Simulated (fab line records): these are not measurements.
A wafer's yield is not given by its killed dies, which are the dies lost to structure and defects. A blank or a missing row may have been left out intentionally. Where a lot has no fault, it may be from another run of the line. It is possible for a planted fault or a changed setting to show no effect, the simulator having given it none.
Lot-split experiment / flow n5Finfet / route with 1938 steps; 7 lots, 39 wafers read

## SPLIT DETAILS
At N5_BEOL_M14_ILD_DEP_00 (deposits SiO2 from TEOS/O2, target thk 1119.3 nm, time 237.4 s), the setting timeS was moved away from the recipe's 237.4 s on 18 of the 39 wafers read, by -52.9% to +55.9%. All remaining wafers had this setting at the recipe value.

## FROM THE SPLIT TO THE READING: what the file shows between them, 10 steps
- N5_BEOL_M14_THK_MEAS_01
- N5_BEOL_M14_COAT_58: time 60 s, resist thk 89 nm
- N5_BEOL_M14_COAT_04: resist thk 800 nm
- N5_BEOL_M14_DESCUM_15: chemistry O2, time 7.9 s
- N5_BEOL_M14_ETCH_59: etches BARC in N2/H2, target depth 89 nm, overetch 26.7 nm, time 67.9 s
- N5_BEOL_M14_VIA_ETCH_16: etches SiO2 in C4F8/O2/Ar, target depth 1231.3 nm
- N5_BEOL_M14_STRIP_63: strips in O2
- N5_BEOL_M14_STRIP_64: strips in O2
- N5_BEOL_M14_STRIP_71: strips in post etch residue remover, time 60 s
- N5_BEOL_M14_SRD_72: time 30 s, dry time 30 s

## THE READING
cdNm, in nm, at N5_BEOL_M14_CD_MEAS_17 (target cd 250 nm). Fault-free wafers of this fab line usually give 250.8 nm, standard deviation 2 nm.

wafer=L079.1; tool, chamber at the split=pecvd-04, 0; timeS as run, s=111.9; against the recipe=-52.9%; cdNm, nm=245.2; against lot-mates on the recipe=-5.0
wafer=L079.2; tool, chamber at the split=pecvd-04, 2; timeS as run, s=237.4; against the recipe=recipe; cdNm, nm=251.1; against lot-mates on the recipe=-
wafer=L079.3; tool, chamber at the split=pecvd-04, 1; timeS as run, s=237.4; against the recipe=recipe; cdNm, nm=250.4; against lot-mates on the recipe=-
wafer=L079.4; tool, chamber at the split=pecvd-04, 2; timeS as run, s=111.9; against the recipe=-52.9%; cdNm, nm=243.0; against lot-mates on the recipe=-7.2
wafer=L079.5; tool, chamber at the split=pecvd-04, 0; timeS as run, s=111.9; against the recipe=-52.9%; cdNm, nm=245.8; against lot-mates on the recipe=-4.4
wafer=L079.6; tool, chamber at the split=pecvd-04, 1; timeS as run, s=237.4; against the recipe=recipe; cdNm, nm=249.2; against lot-mates on the recipe=-
wafer=L084.2; tool, chamber at the split=pecvd-04, 1; timeS as run, s=237.4; against the recipe=recipe; cdNm, nm=249.5; against lot-mates on the recipe=-
wafer=L084.4; tool, chamber at the split=pecvd-04, 0; timeS as run, s=237.4; against the recipe=recipe; cdNm, nm=251.9; against lot-mates on the recipe=-
wafer=L084.5; tool, chamber at the split=pecvd-04, 2; timeS as run, s=237.4; against the recipe=recipe; cdNm, nm=248.7; against lot-mates on the recipe=-
wafer=L087.1; tool, chamber at the split=pecvd-01, 2; timeS as run, s=237.4; against the recipe=recipe; cdNm, nm=247.8; against lot-mates on the recipe=-
wafer=L087.2; tool, chamber at the split=pecvd-01, 1; timeS as run, s=237.4; against the recipe=recipe; cdNm, nm=248.8; against lot-mates on the recipe=-
wafer=L087.3; tool, chamber at the split=pecvd-01, 0; timeS as run, s=237.4; against the recipe=recipe; cdNm, nm=247.2; against lot-mates on the recipe=-
wafer=L087.4; tool, chamber at the split=pecvd-01, 2; timeS as run, s=370.2; against the recipe=+55.9%; cdNm, nm=253.2; against lot-mates on the recipe=+5.3
wafer=L087.5; tool, chamber at the split=pecvd-01, 0; timeS as run, s=370.2; against the recipe=+55.9%; cdNm, nm=254.5; against lot-mates on the recipe=+6.6
wafer=L087.6; tool, chamber at the split=pecvd-01, 1; timeS as run, s=370.2; against the recipe=+55.9%; cdNm, nm=253.9; against lot-mates on the recipe=+6.0
wafer=L090.1; tool, chamber at the split=pecvd-01, 0; timeS as run, s=187; against the recipe=-21.2%; cdNm, nm=251.9; against lot-mates on the recipe=-0.6
wafer=L090.2; tool, chamber at the split=pecvd-01, 2; timeS as run, s=237.4; against the recipe=recipe; cdNm, nm=252.9; against lot-mates on the recipe=-
wafer=L090.3; tool, chamber at the split=pecvd-01, 1; timeS as run, s=237.4; against the recipe=recipe; cdNm, nm=253.2; against lot-mates on the recipe=-
wafer=L090.4; tool, chamber at the split=pecvd-01, 0; timeS as run, s=187; against the recipe=-21.2%; cdNm, nm=251.4; against lot-mates on the recipe=-1.1
wafer=L090.5; tool, chamber at the split=pecvd-01, 2; timeS as run, s=237.4; against the recipe=recipe; cdNm, nm=251.3; against lot-mates on the recipe=-
wafer=L090.6; tool, chamber at the split=pecvd-01, 1; timeS as run, s=187; against the recipe=-21.2%; cdNm, nm=251.3; against lot-mates on the recipe=-1.2
wafer=L092.1; tool, chamber at the split=pecvd-03, 2; timeS as run, s=237.4; against the recipe=recipe; cdNm, nm=250.6; against lot-mates on the recipe=-
wafer=L092.2; tool, chamber at the split=pecvd-03, 0; timeS as run, s=127.6; against the recipe=-46.3%; cdNm, nm=248.6; against lot-mates on the recipe=-3.3
wafer=L092.3; tool, chamber at the split=pecvd-03, 1; timeS as run, s=127.6; against the recipe=-46.3%; cdNm, nm=248.5; against lot-mates on the recipe=-3.4
wafer=L092.4; tool, chamber at the split=pecvd-03, 0; timeS as run, s=237.4; against the recipe=recipe; cdNm, nm=253.1; against lot-mates on the recipe=-
wafer=L092.5; tool, chamber at the split=pecvd-03, 2; timeS as run, s=127.6; against the recipe=-46.3%; cdNm, nm=250.1; against lot-mates on the recipe=-1.8
wafer=L092.6; tool, chamber at the split=pecvd-03, 1; timeS as run, s=237.4; against the recipe=recipe; cdNm, nm=251.9; against lot-mates on the recipe=-
wafer=L094.1; tool, chamber at the split=pecvd-04, 0; timeS as run, s=237.4; against the recipe=recipe; cdNm, nm=249.0; against lot-mates on the recipe=-
wafer=L094.2; tool, chamber at the split=pecvd-04, 2; timeS as run, s=177.8; against the recipe=-25.1%; cdNm, nm=250.1; against lot-mates on the recipe=-0.5
wafer=L094.3; tool, chamber at the split=pecvd-04, 2; timeS as run, s=237.4; against the recipe=recipe; cdNm, nm=250.2; against lot-mates on the recipe=-
wafer=L094.4; tool, chamber at the split=pecvd-04, 0; timeS as run, s=177.8; against the recipe=-25.1%; cdNm, nm=247.3; against lot-mates on the recipe=-3.3
wafer=L094.5; tool, chamber at the split=pecvd-04, 0; timeS as run, s=237.4; against the recipe=recipe; cdNm, nm=252.6; against lot-mates on the recipe=-
wafer=L094.6; tool, chamber at the split=pecvd-04, 2; timeS as run, s=177.8; against the recipe=-25.1%; cdNm, nm=248.7; against lot-mates on the recipe=-1.9
wafer=L096.1; tool, chamber at the split=pecvd-03, 1; timeS as run, s=333.6; against the recipe=+40.5%; cdNm, nm=255.7; against lot-mates on the recipe=+2.7
wafer=L096.2; tool, chamber at the split=pecvd-03, 0; timeS as run, s=333.6; against the recipe=+40.5%; cdNm, nm=258.1; against lot-mates on the recipe=+5.1
wafer=L096.3; tool, chamber at the split=pecvd-03, 2; timeS as run, s=237.4; against the recipe=recipe; cdNm, nm=253.6; against lot-mates on the recipe=-
wafer=L096.4; tool, chamber at the split=pecvd-03, 1; timeS as run, s=237.4; against the recipe=recipe; cdNm, nm=252.6; against lot-mates on the recipe=-
wafer=L096.5; tool, chamber at the split=pecvd-03, 2; timeS as run, s=237.4; against the recipe=recipe; cdNm, nm=252.8; against lot-mates on the recipe=-
wafer=L096.6; tool, chamber at the split=pecvd-03, 0; timeS as run, s=333.6; against the recipe=+40.5%; cdNm, nm=256.0; against lot-mates on the recipe=+3.0

FIT RESULTS
A straight line over all 39 wafers: cdNm changes by +0.0801 nm for each +1% of timeS; r = +0.76; the points scatter about the line by 2 nm.
The same after taking each lot's own level away (the mean of its wafers on the recipe; 39 wafers): +0.0908 nm for each +1%; r = +0.92; scatter 1.1 nm.
According to that fit, moving timeS by its largest amount changes the reading by 5.1 nm.
Measured against the standard deviation above, the lots' own levels, which go from 247.93 to 253.00 nm, span 2.5 times it.
So the lot-to-lot level blurs the effect unless lot-mates are compared.
Check: with one of the wafers moved furthest among these (+55.9%) left out of the fit, the line predicts +5.3 nm for it against its lot-mates. It came out at +5.27 nm against them.

## THE WHOLE CHAIN: every reading that the file lists as answering this split, in the file's order
step=N5_BEOL_M14_ILD_DEP_00; what it does=deposits SiO2 from TEOS/O2, target thk 1119.3 nm, time 237.4 s; reading=SiO2_of_BEOL_M14_ILD_DEP_00.thkNm (the simulator's own value, which no gauge read); change (the file's fit)=+11.2 nm for each +1% of the setting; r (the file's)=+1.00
step=N5_BEOL_M14_THK_MEAS_01; what it does=; reading=M14_ILD_THK; change (the file's fit)=+11.2 for each +1% of the setting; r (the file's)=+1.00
step=N5_BEOL_M14_VIA_ETCH_16; what it does=etches SiO2 in C4F8/O2/Ar, target depth 1231.3 nm; reading=etch.depthNm (the simulator's own value, which no gauge read); change (the file's fit)=+11.2 nm for each +1% of the setting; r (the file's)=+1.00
step=N5_BEOL_M14_VIA_ETCH_16; what it does=etches SiO2 in C4F8/O2/Ar, target depth 1231.3 nm; reading=coat_of_BEOL_M14_COAT_04.thkNm (the simulator's own value, which no gauge read); change (the file's fit)=-2.67 nm for each +1% of the setting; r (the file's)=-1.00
step=N5_BEOL_M14_CD_MEAS_17; what it does=target cd 250 nm; reading=cdNm; change (the file's fit)=+0.09 nm for each +1% of the setting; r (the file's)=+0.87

## FILE'S OWN FIT
cdNm changes by +0.09 nm for each +1% of timeS, r = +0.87.
